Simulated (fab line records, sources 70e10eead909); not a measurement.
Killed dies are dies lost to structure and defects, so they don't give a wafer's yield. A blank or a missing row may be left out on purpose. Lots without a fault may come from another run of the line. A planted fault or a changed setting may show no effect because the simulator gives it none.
Chamber matching | flow nand_harc | NHARC_A_CHANNEL_FILL_D1_ALD_16 on ald_hk-03: 4 sister chambers
The step deposits SiO2, target thk 1.5 nm, pulse time 10 s, ald cycles 15. 14 wafers are shown with their chamber, then 7 later ones without.

WAFERS WITH THEIR CHAMBER
wafer  | chamber | heater_power_w (W) | precursor_pulse_height_rel
L076.2 | 1       | 441                | 0.987
L076.4 | 0       | 456                | 0.986
L076.6 | 2       | 432                | 0.996
L080.1 | 0       | 432                | 0.972
L080.2 | 3       | 471                | 0.995
L080.4 | 2       | 457                | 1.007
L081.2 | 1       | 436                | 1.038
L081.3 | 0       | 435                | 0.982
L081.5 | 1       | 447                | 0.985
L088.1 | 0       | 438                | 1.006
L088.4 | 1       | 447                | 0.967
L088.6 | 1       | 436                | 0.985
L091.1 | 0       | 441                | 1.044
L091.3 | 1       | 425                | 1.003

SIGNATURES (means of the wafers above)
reading                    | chamber 0 | chamber 1 | chamber 2 | chamber 3 | scatter within a chamber
heater_power_w             | 440.40    | 438.67    | 444.50    | 471.00    | 10
precursor_pulse_height_rel | 0.99800   | 0.99417   | 1.00150   | 0.99500   | 0.025
Rule: a wafer's distance from a chamber is the root of the sum, over the readings, of the square of ((its reading less the chamber's mean) divided by the reading's scatter). The wafer belongs to the nearest chamber; if the next one is less than 2 further off, it can't be placed. The scatter: the root of (the sum of the squares of (reading less its chamber's mean) over the shown wafers, divided by (wafers less chambers)).

WAFERS WITHOUT THEIR CHAMBER
wafer  | heater_power_w (W) | precursor_pulse_height_rel
L091.6 | 437                | 0.971
L092.1 | 471                | 1.004
L092.2 | 440                | 0.982
L092.3 | 468                | 0.995
L092.4 | 441                | 1.015
L092.5 | 472                | 1.020
L092.6 | 436                | 1.032

WHICH CHAMBER EACH WENT THROUGH
wafer  | from the rows above          | in truth
L091.6 | can't be placed: 1 or 0 or 2 | 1
L092.1 | 3                            | 3
L092.2 | can't be placed: 1 or 0 or 2 | 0
L092.3 | 3                            | 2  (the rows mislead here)
L092.4 | can't be placed: 2 or 0 or 1 | 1
L092.5 | can't be placed: 3 or 2      | 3
L092.6 | can't be placed: 0 or 2 or 1 | 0
Placed correctly: 1 of 7. Can't be placed from these rows: 5 (the true chamber is among the candidates in 5). Placed wrongly: 1.
